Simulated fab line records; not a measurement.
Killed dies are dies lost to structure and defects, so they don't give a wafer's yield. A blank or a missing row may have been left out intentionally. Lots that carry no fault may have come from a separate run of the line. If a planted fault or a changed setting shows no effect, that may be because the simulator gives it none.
What tool caused it? ; flow nand_harc ; Sampling: 12 lots, 36 wafers, 5 of 1302 route steps

## WHAT THE GAUGES READ, wafer by wafer
NHARC_END_SORT_01. Usual: killed_at_array 53, standard deviation 20; killed_at_other 1, standard deviation 1.2; killed_at_periphery 3.7, standard deviation 2.6; killed_dies 58, standard deviation 20; killed_open 3.5, standard deviation 1.8; killed_short 2.4, standard deviation 1.7.
lot;measured;on;killed_at_array;killed_at_other;killed_at_periphery;killed_dies;killed_open;killed_short;flag
L816;day 31 06:31;prober-02;671 670 673;1 1 1;5 6 3;677 677 677;3 4 5;3 2 2;OFF
L817;day 31 05:44;prober-01;677 676 673;0 0 1;0 1 3;677 677 677;1 1 7;3 1 2;OFF
L819;day 31 17:59;prober-02;677 674 675;0 1 1;0 2 1;677 677 677;4 5 4;0 3 3;OFF

## WHICH TOOL RAN EACH LOT (tool, then ch and the chambers of the sampled wafers, then the start)
lot;NHARC_A_CONTACT_DESCUM_13;NHARC_A_CONTACT_ETCH_134;NHARC_A_CONTACT_ETCH_138;NHARC_A_CONTACT_ETCH_139
L800;rie_diel-13 ch 2,3, day 22 05:57;har_cap_etch-02 ch 0,1, day 22 07:07;har_cap_etch-02 ch 0,1, day 22 08:09;har_cap_etch-02 ch 0,1, day 22 08:25
L805;rie_diel-13 ch 0,3, day 24 01:56;har_cap_etch-01 ch 0,1, day 24 03:28;har_cap_etch-01 ch 0,1, day 24 04:29;har_cap_etch-01 ch 0,1, day 24 04:45
L806;rie_diel-10 ch 0,3, day 24 19:50;har_cap_etch-01 ch 0,1, day 24 21:14;har_cap_etch-01 ch 0,1, day 24 22:16;har_cap_etch-01 ch 0,1, day 24 22:32
L807;rie_diel-13 ch 0,1, day 25 19:02;har_cap_etch-03 ch 0,1, day 25 20:11;har_cap_etch-03 ch 0,1, day 25 21:13;har_cap_etch-03 ch 0,1, day 25 21:29
L815;rie_diel-13 ch 1,2,3, day 27 22:31;har_cap_etch-02 ch 0,1, day 27 23:40;har_cap_etch-02 ch 0,1, day 28 00:41;har_cap_etch-02 ch 0,1, day 28 00:57
L816;rie_diel-11 ch 1,2,3, day 28 22:58;har_cap_etch-02 ch 0,1, day 29 00:08;har_cap_etch-02 ch 0,1, day 29 01:11;har_cap_etch-02 ch 0,1, day 29 01:27
L817;rie_diel-10 ch 0,1,3, day 29 03:13;har_cap_etch-02 ch 0,1, day 29 04:25;har_cap_etch-02 ch 0,1, day 29 05:28;har_cap_etch-02 ch 0,1, day 29 05:44
L819;rie_diel-11 ch 0,1, day 29 15:19;har_cap_etch-03 ch 0,1, day 29 16:28;har_cap_etch-03 ch 0,1, day 29 17:29;har_cap_etch-03 ch 0,1, day 29 17:46
L818;rie_diel-13 ch 1,2, day 29 18:51;har_cap_etch-02 ch 0,1, day 29 20:02;har_cap_etch-02 ch 0,1, day 29 21:04;har_cap_etch-02 ch 0,1, day 29 21:20
L820;rie_diel-10 ch 0,1,2, day 30 07:10;har_cap_etch-02 ch 0, day 30 09:02;har_cap_etch-02 ch 0, day 30 10:04;har_cap_etch-02 ch 0, day 30 10:20
L823;rie_diel-13 ch 1,2, day 31 03:54;har_cap_etch-02 ch 1, day 31 05:02;har_cap_etch-02 ch 1, day 31 06:23;har_cap_etch-02 ch 1, day 31 06:44
L822;rie_diel-13 ch 0,1,2, day 31 10:01;har_cap_etch-01 ch 1, day 31 11:13;har_cap_etch-01 ch 1, day 31 12:14;har_cap_etch-01 ch 1, day 31 12:31
- NHARC_A_CONTACT_DESCUM_13: chemistry O2, time 3 s.
- NHARC_A_CONTACT_ETCH_134: etches the open film in C4F8/O2/Ar, time 140 s, target depth 700 nm.
- NHARC_A_CONTACT_ETCH_138: etches the open film in C4F8/O2/Ar, time 311 s, target depth 1914 nm.
- NHARC_A_CONTACT_ETCH_139: etches the open film in C4F8/O2/Ar, time 195 s, target depth 840 nm.

## AS READ BY THE TOOLS THEMSELVES (means over the sampled wafers that have a number; for cases with no such wafer, the mark the record gives instead)
NHARC_A_CONTACT_DESCUM_13. Usual: chamber_pressure_mTorr 60.00 mTorr, standard deviation 0.054; drypump_motor_current_A 5.8 A, standard deviation 0.51; oes_product_au 1.002 a.u., standard deviation 0.011; rf_vpp_V 57.6 V, standard deviation 0.94; showerhead_plenum_p_Torr 1.88 Torr, standard deviation 0.095; throttle_valve_pct 11.310 %, standard deviation 0.0096.
lot;tool;chamber_pressure_mTorr (mTorr);drypump_motor_current_A (A);oes_product_au (a.u.);rf_vpp_V (V);showerhead_plenum_p_Torr (Torr);throttle_valve_pct (%);flag
L800;rie_diel-13;60.01;5.7;0.999;58.2;1.81;11.310;
L805;rie_diel-13;59.96;5.6;0.999;57.4;1.88;11.318;
L806;rie_diel-10;59.96;6.2;1.010;57.4;1.89;11.307;
L807;rie_diel-13;59.95;5.6;0.994;58.3;1.86;11.315;
L815;rie_diel-13;59.96;5.4;0.991;57.4;1.80;11.308;
L816;rie_diel-11;60.01;6.1;1.013;58.2;1.89;11.301;
L817;rie_diel-10;60.08;6.2;1.006;56.2;1.87;11.311;
L819;rie_diel-11;60.02;5.7;1.018;59.4;1.98;11.311;
L818;rie_diel-13;59.99;5.7;0.984;56.6;1.79;11.304;
L820;rie_diel-10;59.99;6.0;1.005;57.6;1.91;11.313;
L823;rie_diel-13;59.97;5.4;0.988;57.2;1.79;11.310;
L822;rie_diel-13;60.07;5.9;1.001;57.4;1.87;11.302;

NHARC_A_CONTACT_ETCH_134. Usual: chamber_pressure_mTorr 19.998 mTorr, standard deviation 0.02; oes_air_line_au 1.004 a.u., standard deviation 0.022.
lot;tool;chamber_pressure_mTorr (mTorr);oes_air_line_au (a.u.);flag
L800;har_cap_etch-02;19.973;1.019;
L805;har_cap_etch-01;19.987;0.984;
L806;har_cap_etch-01;20.003;1.022;
L807;har_cap_etch-03;20.006;1.003;
L815;har_cap_etch-02;19.989;1.005;
L816;har_cap_etch-02;19.994;1.002;
L817;har_cap_etch-02;19.997;0.996;
L819;har_cap_etch-03;20.002;1.008;
L818;har_cap_etch-02;19.984;1.023;
L820;har_cap_etch-02;20.012;0.996;
L823;har_cap_etch-02;19.995;1.007;
L822;har_cap_etch-01;20.004;0.974;

NHARC_A_CONTACT_ETCH_138. Usual: chamber_pressure_mTorr 20.001 mTorr, standard deviation 0.019; oes_air_line_au 1.002 a.u., standard deviation 0.02.
lot;tool;chamber_pressure_mTorr (mTorr);oes_air_line_au (a.u.);flag
L800;har_cap_etch-02;20.017;0.996;
L805;har_cap_etch-01;19.996;1.018;
L806;har_cap_etch-01;20.000;0.987;
L807;har_cap_etch-03;19.996;1.022;
L815;har_cap_etch-02;20.004;0.978;
L816;har_cap_etch-02;-;-;OFF
L817;har_cap_etch-02;-;-;OFF
L819;har_cap_etch-03;-;-;OFF
L818;har_cap_etch-02;20.018;1.015;
L820;har_cap_etch-02;19.998;0.995;
L823;har_cap_etch-02;20.008;0.983;
L822;har_cap_etch-01;20.020;0.981;

NHARC_A_CONTACT_ETCH_139. Usual: chamber_pressure_mTorr 20.001 mTorr, standard deviation 0.019; oes_air_line_au 1.001 a.u., standard deviation 0.018.
lot;tool;chamber_pressure_mTorr (mTorr);oes_air_line_au (a.u.);flag
L800;har_cap_etch-02;20.005;0.993;
L805;har_cap_etch-01;20.006;1.003;
L806;har_cap_etch-01;20.004;1.005;
L807;har_cap_etch-03;19.994;1.009;
L815;har_cap_etch-02;20.004;1.018;
L816;har_cap_etch-02;20.014;1.007;
L817;har_cap_etch-02;20.005;0.999;
L819;har_cap_etch-03;20.002;1.016;
L818;har_cap_etch-02;20.009;0.987;
L820;har_cap_etch-02;19.994;1.000;
L823;har_cap_etch-02;19.995;0.988;
L822;har_cap_etch-01;19.989;0.979;

## THE ANSWER, worked out from the rows above alone
Rule: a lot is off if the mean of its wafers that have a number lies more than 3 standard deviations from the usual mean. Also off: a lot with no number at a reading for which 4 or more lots have one. Where the step has rows for the other lots, those lots are counted as sound. After the gauges, taken in route order, come the tools' own readings; for these a lot's mean is taken, as printed above. At the first step where some lot is off, the reading lying furthest off is the one used; lots without a number count as furthest.
Off at NHARC_END_SORT_01 (killed_at_array): L816, L817, L819. Neither off nor sound, because the step has no rows for them: L800, L805, L806, L807, L815, L818, L820, L823, L822.
A tool fits if, at a process step before that reading, it ran every lot that is off, and no sound lot after the first of them. Not tried: the gauges at NHARC_END_SORT_01; whatever is off there is also off at NHARC_A_CONTACT_ETCH_138, on other tools, and gauge error can't account for it. Not one of the candidates tried fits.

## WHAT THE SIMULATOR PUT IN
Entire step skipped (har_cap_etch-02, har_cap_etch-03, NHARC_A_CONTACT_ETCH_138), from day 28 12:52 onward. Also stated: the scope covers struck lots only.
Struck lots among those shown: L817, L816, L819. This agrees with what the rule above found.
